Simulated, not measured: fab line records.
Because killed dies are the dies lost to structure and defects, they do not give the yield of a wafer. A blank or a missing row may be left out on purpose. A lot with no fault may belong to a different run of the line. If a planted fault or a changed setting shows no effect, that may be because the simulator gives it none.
Struck lot and sound lot, side by side    flow n5_finfet    25 out of 1938 route steps
Sound: the wafers L231.1, L231.2, L231.5. Wafers struck: L235.1, L235.2, L235.4. The cause comes at the end.
At each step with rows: each side's tool, then ch and its chambers, then its first start. Under that, the readings that differ: sound wafers    struck wafers    difference of the means    sigmas: that difference in standard deviations of wafers without a fault.
alike: words and numbers the same on both sides, and readings whose means are apart by under 2 such deviations; not compared: readings that were withheld, readings missing a value for some wafer, numbers with overlapping values and no deviation given by the record, and bounds like >300 which may hide the same value.
The two part at a step that has a row with sigmas, a row that says differs or no value, or rows on one side only. When numbers do not overlap yet have no deviation, they are printed without sigmas and do not part them. Lack of a reading on every wafer of one side parts them only where that side has two or more wafers.

N5_BEOL_M5_CO_CAP_78: material Co, precursor CCTBA/H2, target thk 2 nm, time 102.1 s.
  sound on cvd_co-02 ch 0,1, day 10 07:31; struck on cvd_co-01 ch 0,1, day 11 01:13
  alike: heater_power_w
then, 2 steps without rows for these wafers: N5_BEOL_M5_PRE_CLEAN_55 (time 15 s); N5_BEOL_M5_DEP_56 (deposits SiCN from 3MS/NH3, target thk 8 nm, time 14 s).
N5_BEOL_M5_RS_MEAS_57: the measuring method here is four-point-probe.
  sound on film_metro-01, day 10 07:44; struck on film_metro-01, day 11 01:24
  alike: M5_RS
N5_BEOL_M5_INSPECT_58: inspects for defects (darkfield).
  sound on defect_inspect-02, day 10 07:45; struck on defect_inspect-01, day 11 01:26
  alike: raw_defect_count
then, 2 steps without rows for these wafers: N5_BEOL_M6_ILD_DEP_00 (deposits SiCOH lowk from DEMS/porogen, target thk 179.75 nm, time 33.4 s); N5_BEOL_M6_CURE_74 (cures SiCOH lowk, time 240 s).
N5_BEOL_M6_THK_MEAS_01:
  sound on film_metro-02, day 10 08:22; struck on film_metro-01, day 11 02:07
  alike: M6_ILD_THK
N5_BEOL_M6_PECVD_70: deposits SiO2 from TEOS/O2, target thk 20 nm, time 22.7 s.
  sound on pecvd-03 ch 0,1, day 10 08:25; struck on pecvd-03 ch 1,2, day 11 02:09
reading             sound        struck       difference  sigmas
heater_power_w (W)  760 752 754  601 670 601  -131        -2
  alike: showerhead_plenum_p_Torr, throttle_valve_pct
N5_BEOL_M6_HM_DEP_02: deposits TiN, target thk 20 nm.
  sound on pvd_sputter-01, day 10 10:26; struck on pvd_sputter-02, day 11 02:56
  alike: throttle_valve_pct
then, 2 steps without rows for these wafers: N5_BEOL_M6_COAT_59 (time 60 s, resist thk 100 nm); N5_BEOL_M6_COAT_60 (time 60 s, resist thk 35 nm).
N5_BEOL_M6_COAT_05: resist thk 90 nm.
  sound on litho_track-04 ch 0, day 10 10:34; struck on litho_track-04 ch 0, day 11 03:04
reading                                       sound                 struck                difference  sigmas
spin_speed_rpm (rpm)                          1500.3 1499.3 1499.6  1570.0 1570.7 1570.3  +70.6       +71
model.CAR-ArF_of_BEOL_M6_COAT_05.thk_nm (nm)  90 90.2 90.2          88 87.8 87.8          -2          
  alike: exhaust_pa
then, 5 steps without rows for these wafers: N5_BEOL_M6_EBR_07; N5_BEOL_M6_SOFTBAKE_06 (time 60 s); N5_BEOL_M6_EXPOSE_08 (exposes mask M6); N5_BEOL_M6_PEB_09 (peb time 60 s); N5_BEOL_M6_DEVELOP_10 (develop time 30 s).
N5_BEOL_M6_CD_MEAS_11: the cd target is 38.5 nm.
  sound on cd_sem-01 ch 0, day 10 10:48; struck on cd_sem-02 ch 0, day 11 03:19
  alike: cd_nm
N5_BEOL_M6_OVL_MEAS_12:
  sound on overlay-02 ch 0, day 10 10:50; struck on overlay-01 ch 0, day 11 03:21
  alike: M6_OVL
N5_BEOL_M6_INSPECT_13: inspects for defects (brightfield).
  sound on defect_inspect-01, day 10 10:51; struck on defect_inspect-02, day 11 03:22
  alike: raw_defect_count
N5_BEOL_M6_DESCUM_16: chemistry O2, time 7.9 s.
  sound on rie_diel-05 ch 0,1,3, day 10 11:04; struck on rie_diel-04 ch 0,1,2, day 11 03:29
  alike: bias_power_w, drypump_motor_current_A, oes_product_au, rf_vpp_V, showerhead_plenum_p_Torr, throttle_valve_pct
  not compared: rf_hours_counter_h
N5_BEOL_M6_ETCH_61: etches SiARC in CF4, target depth 45.5 nm, time 75.8 s.
  sound on rie_diel-05 ch 0,1,3, day 10 11:07; struck on rie_diel-04 ch 0,1,2, day 11 03:31
reading                                       sound       struck          difference  sigmas
model.CAR-ArF_of_BEOL_M6_COAT_05.thk_nm (nm)  51 51 51.2  48.8 48.6 48.6  -2.4        
  alike: drypump_motor_current_A, etch_rf_on_time_s, mfc_ar_sccm, oes_product_au, rf_vpp_V, showerhead_plenum_p_Torr, throttle_valve_pct
  not compared: rf_hours_counter_h
N5_BEOL_M6_ETCH_62: etches SOC in N2/H2, target depth 110 nm, overetch 22 nm, time 165 s.
  sound on rie_diel-05 ch 0,1,3, day 10 11:10; struck on rie_diel-04 ch 0,1,2, day 11 03:35
  alike: drypump_motor_current_A, h2_flow_sccm, oes_product_au, rf_vpp_V, showerhead_plenum_p_Torr, throttle_valve_pct
  not compared: rf_hours_counter_h
-- a jump in the record: the struck wafers' starts before and after are 4 days apart (it breaks off in module BEOL_M6 and resumes in module PASSIVATION, where the first step shown is number 1936 of the route) --
N5_PASSIVATION_PROBE_49:
  sound on prober-01, day 14 18:55; struck on prober-01, day 14 23:45
  alike: defect_limited_yield, killed_at_M0_to_M3, killed_at_M4_up, killed_at_contacts, killed_at_front_end, killed_at_other, killed_dies, killed_open, killed_short, sort_bin_5_function, sort_bin_6_memory, sort_n_pass, sort_yield_pct

WHERE THEY PART
First at N5_BEOL_M6_PECVD_70; last, within this record, at N5_BEOL_M6_COAT_05. Later steps at which nothing parts them and some readings are alike: N5_BEOL_M6_CD_MEAS_11, N5_BEOL_M6_OVL_MEAS_12, N5_BEOL_M6_INSPECT_13, N5_BEOL_M6_DESCUM_16, N5_BEOL_M6_ETCH_61, N5_BEOL_M6_ETCH_62, N5_PASSIVATION_PROBE_49.

WHY: the cause the simulator had injected
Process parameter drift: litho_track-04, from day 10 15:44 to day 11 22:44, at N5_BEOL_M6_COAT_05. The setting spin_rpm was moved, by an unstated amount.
